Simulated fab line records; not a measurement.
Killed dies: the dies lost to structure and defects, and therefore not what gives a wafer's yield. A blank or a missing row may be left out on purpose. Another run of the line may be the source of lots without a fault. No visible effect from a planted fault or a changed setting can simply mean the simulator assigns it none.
fab line records -- flow nand_harc -- part 2 of 2: steps 28 to 37 of 37
[record] lots = 5, wafers = 15, last_day = 26
route steps=1159 shown P_STI@104 P_GATE@110
lots with no fault: from the same line, run without faults
start_h: start of the lot's first displayed wafer, in hours after the record's first day -- wait_h: hours from the lot's prior step to this one -- " identical to the entry in the row above -- L1.1+2: a row that stands for several wafers -- - no value, or no start given -- * or withheld: withheld -- < > ~ a bound
route shown NAME@n: names a module that has steps shown in the file, with the first one's number in the route -- usual: the fault-free wafers' mean and standard deviation -- same: alike in all rows -- chamber/n: place in a boat -- sites: the reading at each site -- _std_site: standard deviation across them -- _edge_site: the outer-site mean with the inner-site mean subtracted -- radius_mm: for every site, how far away it sits from the centre of the wafer -- mask NAME#n: copy n -- behind: the tool/chamber that last shaped the wafer -- hold: reason for holding the lot/hours on hold/outcome of the hold -- device: the transistor (n, p or np) that didn't switch -- end of line: at the end of the route, the tests of the same wafers -- a step without rows: its recipe alone -- killed: not the wafer's yield, but the dies lost to structure and defects at the first sort -- map: dies across one wafer; x = killed, . = not, _ = none there
set.NAME: the setting as run; set.NAME@STEP: as run at that earlier step -- model.NAME: the simulator's own value behind a step, which no gauge read
lots seen at some steps along the route; tables by step, rows by wafer
services: when a tool's chamber went out of use (start_h, in hours from the record's first day, below 0 if earlier), for how many hours, and the reason
[[steps]]
[step NHARC_P_GATE_HM_DEP_102]
[recipe] target_thk_a = 1200, temp_c = 400, material = aC
[usual] throttle_valve_pct = 34.999/0.0096
lot.wafer,tool,chamber,start_h,wait_h,throttle_valve_pct
L077.1,acl_dep-01,0,109.18,0.9,34.999
L077.2,acl_dep-01,0,109.18,0.9,35.013
L077.4,acl_dep-01,0,109.18,0.9,35.001
L078.2,acl_dep-02,0,109.22,0.9,34.993
L078.4,acl_dep-02,0,109.22,0.9,35.004
L078.6,acl_dep-02,0,109.22,0.9,35.011
L081.1,acl_dep-01,0,133.37,0.4,35.003
L081.2,acl_dep-01,0,133.37,0.4,35.007
L081.3,acl_dep-01,0,133.37,0.4,35.005
L092.1,acl_dep-02,0,203.93,2.6,35.007
L092.4,acl_dep-02,0,203.93,2.6,34.998
L092.6,acl_dep-02,0,203.93,2.6,34.994
L093.1,acl_dep-03,0,204.26,3.0,35.017
L093.2,acl_dep-03,0,204.26,3.0,35.004
L093.3,acl_dep-03,0,204.26,3.0,34.997
[step NHARC_P_GATE_DEP_103]
[recipe] target_thk_a = 300, target_thk_nm = 30, temp_c = 400, flow_sccm = 200, rf_w = 350, material = SiON
[usual] heater_power_w = 737/67
lot.wafer,tool,chamber,start_h,wait_h,heater_power_w
L078.2,pecvd-02,1,109.83,0.5,678
L078.4,pecvd-02,2,109.83,0.5,634
L078.6,pecvd-02,0,109.83,0.5,769
L077.2,pecvd-04,0,109.89,0.5,590
L077.1,pecvd-04,1,109.89,0.5,776
L077.4,pecvd-04,2,109.89,0.5,623
L081.1,pecvd-04,1,134.05,0.6,752
L081.2,pecvd-04,1,134.05,0.6,748
L081.3,pecvd-04,1,134.05,0.6,723
L092.1,pecvd-02,2,204.63,0.6,679
L092.6,pecvd-02,1,204.63,0.6,848
L092.4,pecvd-02,0,204.63,0.6,759
L093.1,pecvd-02,2,204.94,0.6,676
L093.3,pecvd-02,0,204.94,0.6,745
L093.2,pecvd-02,1,204.94,0.6,832
[step NHARC_P_GATE_DEHYDRATE_18]
[recipe] temp_c = 150, time_s = 120
[usual] chill_plate_temp_C = 23.02/0.1, exhaust_pa = 45.2/0.78
lot.wafer,tool,chamber,start_h,wait_h,chill_plate_temp_C,exhaust_pa
L078.2,litho_track-06,0,110.07,0.2,22.96,43.6
L078.4,litho_track-06,0,110.07,0.2,22.99,45.5
L078.6,litho_track-06,0,110.07,0.2,22.90,45.6
L077.1,litho_track-01,0,110.15,0.2,22.96,46.1
L077.2,litho_track-01,0,110.15,0.2,23.02,45.4
L077.4,litho_track-01,0,110.15,0.2,22.97,45.4
L081.1,litho_track-01,0,134.70,0.6,22.96,44.0
L081.2,litho_track-01,0,134.70,0.6,22.96,44.3
L081.3,litho_track-01,0,134.70,0.6,22.97,45.0
L092.1,litho_track-04,0,204.90,0.2,23.14,45.6
L092.4,litho_track-04,0,204.90,0.2,22.91,45.8
L092.6,litho_track-04,0,204.90,0.2,23.06,46.7
L093.1,litho_track-01,0,205.22,0.2,22.97,44.5
L093.2,litho_track-01,0,205.22,0.2,23.07,45.6
L093.3,litho_track-01,0,205.22,0.2,22.99,45.3
[step NHARC_P_GATE_HMDS_19]
[recipe] time_s = 30
[usual] chill_plate_temp_C = 23.00/0.12, exhaust_pa = 45.1/0.88
lot.wafer,tool,chamber,start_h,wait_h,chill_plate_temp_C,exhaust_pa
L078.2,litho_track-06,0,-,-,23.06,45.4
L078.4,litho_track-06,0,-,-,23.09,45.4
L078.6,litho_track-06,0,-,-,23.00,43.9
L077.1,litho_track-01,0,-,-,22.81,45.8
L077.2,litho_track-01,0,-,-,22.92,45.7
L077.4,litho_track-01,0,-,-,23.02,45.2
L081.1,litho_track-01,0,-,-,22.94,47.0
L081.2,litho_track-01,0,-,-,23.11,45.5
L081.3,litho_track-01,0,-,-,22.99,44.8
L092.1,litho_track-04,0,-,-,23.17,46.2
L092.4,litho_track-04,0,-,-,23.05,44.2
L092.6,litho_track-04,0,-,-,23.17,44.8
L093.1,litho_track-01,0,-,-,22.81,45.5
L093.2,litho_track-01,0,-,-,22.87,45.3
L093.3,litho_track-01,0,-,-,23.01,44.3
[step NHARC_P_GATE_COAT_20]
[recipe] spin_rpm = 1500, resist_thk_nm = 90
[usual] chill_plate_temp_C = 23.01/0.1, exhaust_pa = 45.2/1
lot.wafer,tool,chamber,start_h,wait_h,chill_plate_temp_C,exhaust_pa
L078.2,litho_track-06,0,-,-,22.92,45.8
L078.4,litho_track-06,0,-,-,22.97,43.4
L078.6,litho_track-06,0,-,-,22.91,45.8
L077.1,litho_track-01,0,-,-,23.06,45.9
L077.2,litho_track-01,0,-,-,22.88,46.5
L077.4,litho_track-01,0,-,-,23.00,47.1
L081.1,litho_track-01,0,-,-,22.95,44.3
L081.2,litho_track-01,0,-,-,22.81,45.1
L081.3,litho_track-01,0,-,-,22.91,45.0
L092.1,litho_track-04,0,-,-,22.93,47.2
L092.4,litho_track-04,0,-,-,22.93,46.3
L092.6,litho_track-04,0,-,-,22.95,46.6
L093.1,litho_track-01,0,-,-,22.99,44.4
L093.2,litho_track-01,0,-,-,22.97,45.2
L093.3,litho_track-01,0,-,-,22.94,44.1
[step NHARC_P_GATE_SOFTBAKE_21]
[recipe] temp_c = 105, time_s = 55
[usual] chill_plate_temp_C = 23.01/0.11, exhaust_pa = 45.0/0.94
lot.wafer,tool,chamber,start_h,wait_h,chill_plate_temp_C,exhaust_pa
L078.2,litho_track-06,0,-,-,22.87,45.0
L078.4,litho_track-06,0,-,-,22.78,45.4
L078.6,litho_track-06,0,-,-,22.69,45.6
L077.1,litho_track-01,0,-,-,22.90,44.4
L077.2,litho_track-01,0,-,-,23.02,44.8
L077.4,litho_track-01,0,-,-,23.03,44.6
L081.1,litho_track-01,0,-,-,22.92,44.7
L081.2,litho_track-01,0,-,-,22.90,45.3
L081.3,litho_track-01,0,-,-,23.02,45.6
L092.1,litho_track-04,0,-,-,22.87,45.7
L092.4,litho_track-04,0,-,-,22.84,43.8
L092.6,litho_track-04,0,-,-,22.98,44.2
L093.1,litho_track-01,0,-,-,22.97,45.1
L093.2,litho_track-01,0,-,-,22.98,44.1
L093.3,litho_track-01,0,-,-,23.01,44.6
[step NHARC_P_GATE_EBR_22]
[usual] chill_plate_temp_C = 23.00/0.12, exhaust_pa = 45.1/0.87
lot.wafer,tool,chamber,start_h,wait_h,chill_plate_temp_C,exhaust_pa
L078.2,litho_track-06,0,-,-,22.98,43.9
L078.4,litho_track-06,0,-,-,23.03,44.8
L078.6,litho_track-06,0,-,-,23.02,45.6
L077.1,litho_track-01,0,-,-,23.15,43.9
L077.2,litho_track-01,0,-,-,23.05,45.2
L077.4,litho_track-01,0,-,-,23.00,44.2
L081.1,litho_track-01,0,-,-,23.06,45.0
L081.2,litho_track-01,0,-,-,23.16,46.2
L081.3,litho_track-01,0,-,-,22.98,45.8
L092.1,litho_track-04,0,-,-,23.13,46.1
L092.4,litho_track-04,0,-,-,23.26,44.2
L092.6,litho_track-04,0,-,-,23.06,45.0
L093.1,litho_track-01,0,-,-,23.00,44.9
L093.2,litho_track-01,0,-,-,23.13,45.0
L093.3,litho_track-01,0,-,-,22.99,44.8
[step NHARC_P_GATE_EXPOSE_23]
[recipe] na = 1.35, target_cd_nm = 120, dose_mj = 93.91, mask_id = P_GATE
lot.wafer,tool,chamber,start_h,wait_h,mask
L078.2+4+6,arfi_scanner-02,0,110.22,-,P_GATE#0
L077.1+2+4,arfi_scanner-01,0,110.42,-,P_GATE#0
L081.1+2+3,arfi_scanner-01,0,134.97,-,P_GATE#0
L092.1+4+6,arfi_scanner-03,0,205.16,-,P_GATE#0
L093.1+2+3,arfi_scanner-01,0,205.48,-,P_GATE#0
[step NHARC_P_GATE_PEB_24]
[recipe] peb_temp_c = 100, peb_time_s = 65
[usual] chill_plate_temp_C = 23.01/0.11, exhaust_pa = 44.9/0.9
lot.wafer,tool,chamber,start_h,wait_h,chill_plate_temp_C,exhaust_pa
L078.2,litho_track-04,0,110.28,0.1,23.06,44.3
L078.4,litho_track-04,0,110.28,0.1,23.04,44.2
L078.6,litho_track-04,0,110.28,0.1,22.79,44.5
L077.1,litho_track-06,0,110.48,0.1,22.94,45.6
L077.2,litho_track-06,0,110.48,0.1,22.95,46.2
L077.4,litho_track-06,0,110.48,0.1,23.06,45.8
L081.1,litho_track-06,0,135.03,0.1,22.99,45.4
L081.2,litho_track-06,0,135.03,0.1,23.01,43.5
L081.3,litho_track-06,0,135.03,0.1,22.98,44.8
L092.1,litho_track-04,0,205.23,0.1,22.84,44.2
L092.4,litho_track-04,0,205.23,0.1,22.85,44.0
L092.6,litho_track-04,0,205.23,0.1,22.95,44.6
L093.1,litho_track-01,0,205.54,0.1,22.86,44.7
L093.2,litho_track-01,0,205.54,0.1,22.79,45.8
L093.3,litho_track-01,0,205.54,0.1,22.86,46.9
[step NHARC_P_GATE_DEVELOP_25]
[recipe] develop_time_s = 35, dev_temp_c = 23
[usual] chill_plate_temp_C = 23.01/0.1, exhaust_pa = 45.0/0.96
lot.wafer,tool,chamber,start_h,wait_h,chill_plate_temp_C,exhaust_pa
L078.2,litho_track-04,0,-,-,22.83,45.4
L078.4,litho_track-04,0,-,-,22.77,43.7
L078.6,litho_track-04,0,-,-,22.83,45.3
L077.1,litho_track-06,0,-,-,23.06,44.6
L077.2,litho_track-06,0,-,-,22.98,45.3
L077.4,litho_track-06,0,-,-,23.06,44.4
L081.1,litho_track-06,0,-,-,23.00,44.3
L081.2,litho_track-06,0,-,-,23.08,44.5
L081.3,litho_track-06,0,-,-,22.91,43.9
L092.1,litho_track-04,0,-,-,23.07,43.9
L092.4,litho_track-04,0,-,-,23.03,43.9
L092.6,litho_track-04,0,-,-,22.96,44.1
L093.1,litho_track-01,0,-,-,23.03,44.8
L093.2,litho_track-01,0,-,-,22.83,45.1
L093.3,litho_track-01,0,-,-,22.92,45.9
[[services]]
tool,chamber,start_h,hours,kind
arfi_scanner-01,-,58.00,0.5,repair
wet_bench-02,-,60.85,0.9,repair
litho_track-05,-,62.00,7.0,pm
krf_scanner-04,-,62.03,1.0,repair
rie_diel-07,3,67.88,2.8,repair
rie_diel-07,2,80.06,34.2,repair
krf_scanner-04,-,80.67,1.2,repair
arfi_scanner-01,-,88.94,4.7,repair
wet_bench-04,-,91.35,2.6,repair
litho_track-01,-,93.00,7.0,pm
wet_bench-07,-,96.00,8.0,pm
rie_diel-07,1,102.82,16.8,repair
arfi_scanner-01,-,102.93,0.3,repair
wet_bench-09,-,112.80,8.0,pm
krf_scanner-04,-,115.73,0.4,repair
arfi_scanner-01,-,116.44,1.5,repair
litho_track-06,-,117.00,7.0,pm
krf_scanner-04,-,126.00,4.0,pm
litho_track-04,-,141.00,7.0,pm
wet_bench-03,-,146.40,8.0,pm
wet_bench-04,-,163.20,8.0,pm
litho_track-02,-,165.00,7.0,pm
wet_bench-02,-,180.05,8.0,pm
wet_bench-05,-,196.80,8.0,pm
